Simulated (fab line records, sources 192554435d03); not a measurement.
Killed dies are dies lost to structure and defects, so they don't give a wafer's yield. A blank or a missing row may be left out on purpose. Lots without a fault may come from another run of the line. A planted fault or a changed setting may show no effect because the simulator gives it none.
A struck lot beside a sound one | flow n5_finfet | 16 steps out of a route of 1938
Sound: wafers L790.1, L790.2, L790.5. Struck: wafers L808.2, L808.4, L808.6. The cause comes at the end.
At each step with rows: each side's tool, then ch and its chambers, then its first start. Under that, the readings that differ: sound wafers | struck wafers | difference of the means | sigmas: that difference in standard deviations of wafers without a fault.
alike: readings whose means differ by less than 2 such deviations, and words and numbers that are the same on both sides. not compared: withheld readings, readings that some wafer has no value for, bounds like >300 that may hide the same value, and numbers for which the record gives no deviation and whose values overlap.
The two part at a step that has a row with sigmas, a row that says differs or no value, or rows on one side only. Numbers that don't overlap but have no deviation are shown without sigmas and don't part them. A reading that every wafer of one side lacks parts them only if that side has two wafers or more.

N5_BEOL_M3_PRE_CLEAN_60: time 15 s.
  sound on cvd_co-01 ch 0,1,2, day 8 10:18; struck on cvd_co-01 ch 0,1,2, day 13 03:01
  alike: heater_power_w
then, 2 steps without rows for these wafers: N5_BEOL_M3_CO_CAP_55 (material Co, precursor CCTBA/H2, target thk 2 nm, time 102.1 s); N5_BEOL_M3_PRE_CLEAN_56 (time 15 s).
N5_BEOL_M3_DEP_57: deposits SiCN from 3MS/NH3, target thk 8 nm, time 14 s.
  sound on pecvd-04 ch 0,1, day 8 10:28; struck on pecvd-03 ch 1,2, day 13 03:10
  alike: showerhead_plenum_p_Torr, throttle_valve_pct
N5_BEOL_M3_RS_MEAS_58: measures by four-point-probe.
  sound on film_metro-01, day 8 10:32; struck on film_metro-02, day 13 03:14
  alike: M3_RS
N5_BEOL_M3_INSPECT_59: inspects for defects (darkfield).
  sound on defect_inspect-01, day 8 10:34; struck on defect_inspect-02, day 13 03:16
  alike: raw_defect_count
N5_BEOL_M4_ILD_DEP_00: deposits SiOC from DEMS/O2, target thk 79 nm, time 15.3 s.
  sound on pecvd-02 ch 0,2, day 8 10:36; struck on pecvd-01 ch 1,2, day 13 03:18
  alike: heater_power_w, showerhead_plenum_p_Torr, throttle_valve_pct
N5_BEOL_M4_THK_MEAS_01:
  sound on film_metro-01, day 8 10:40; struck on film_metro-01, day 13 03:22
  alike: M4_ILD_THK
N5_BEOL_M4_PECVD_72: deposits SiO2 from TEOS/O2, target thk 16 nm, time 18 s.
  sound on pecvd-03 ch 0,2, day 8 10:43; struck on pecvd-03 ch 0,1, day 13 03:25
  alike: heater_power_w, showerhead_plenum_p_Torr, throttle_valve_pct
N5_BEOL_M4_HM_DEP_02: deposits TiN, target thk 20 nm.
  sound on pvd_sputter-03, day 8 11:20; struck on pvd_sputter-01, day 13 03:28
  alike: throttle_valve_pct
then, 2 steps without rows for these wafers: N5_BEOL_M4_COAT_61 (time 60 s, resist thk 60 nm); N5_BEOL_M4_COAT_62 (time 60 s, resist thk 12 nm).
N5_BEOL_M4_COAT_73: time 60 s, resist thk 5 nm.
  sound on litho_track-01 ch 0, day 8 11:29; struck on litho_track-03 ch 0, day 13 03:36
  reading                  | sound                | struck               | difference | sigmas
  heater_power_total_W (W) | 389.7 391.9 393.0    | 410.3 410.5 410.6    | +18.9      | +15
  plate_temp_C (C)         | 205.12 205.13 205.07 | 211.85 211.90 211.77 | +6.73      | +48
then, 1 step without rows for these wafers: N5_BEOL_M4_COAT_05 (resist thk 30 nm).
N5_BEOL_M4_RC_MEAS_101:
  sound on prober-01 ch 0, day 9 00:08; struck on prober-02 ch 0, day 13 14:22
  alike: DIBL_N, DIBL_P, IOFF_N, IOFF_P, ION_N, ION_P, SS_N, SS_P, VT_N, VT_P
-- the record jumps here: 4 days lie between the struck wafers' starts before and after (it left off in module BEOL_M4 and takes up again in module PASSIVATION, whose first step shown is number 1936 of the route) --
N5_PASSIVATION_PROBE_49:
  sound on prober-01, day 13 14:53; struck on prober-01, day 17 22:40
  alike: defect_limited_yield, killed_at_M0_to_M3, killed_at_M4_up, killed_at_contacts, killed_at_front_end, killed_at_other, killed_dies, killed_open, killed_short, sort_bin_5_function, sort_bin_6_memory, sort_n_pass, sort_yield_pct

WHERE THEY PART
Only at N5_BEOL_M4_COAT_73, within this record. Later steps at which nothing parts them and some readings are alike: N5_BEOL_M4_RC_MEAS_101, N5_PASSIVATION_PROBE_49.

WHY: what the simulator had put in
Process parameter drift: litho_track-03, from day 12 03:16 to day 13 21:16, at N5_BEOL_M4_COAT_73. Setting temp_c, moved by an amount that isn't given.
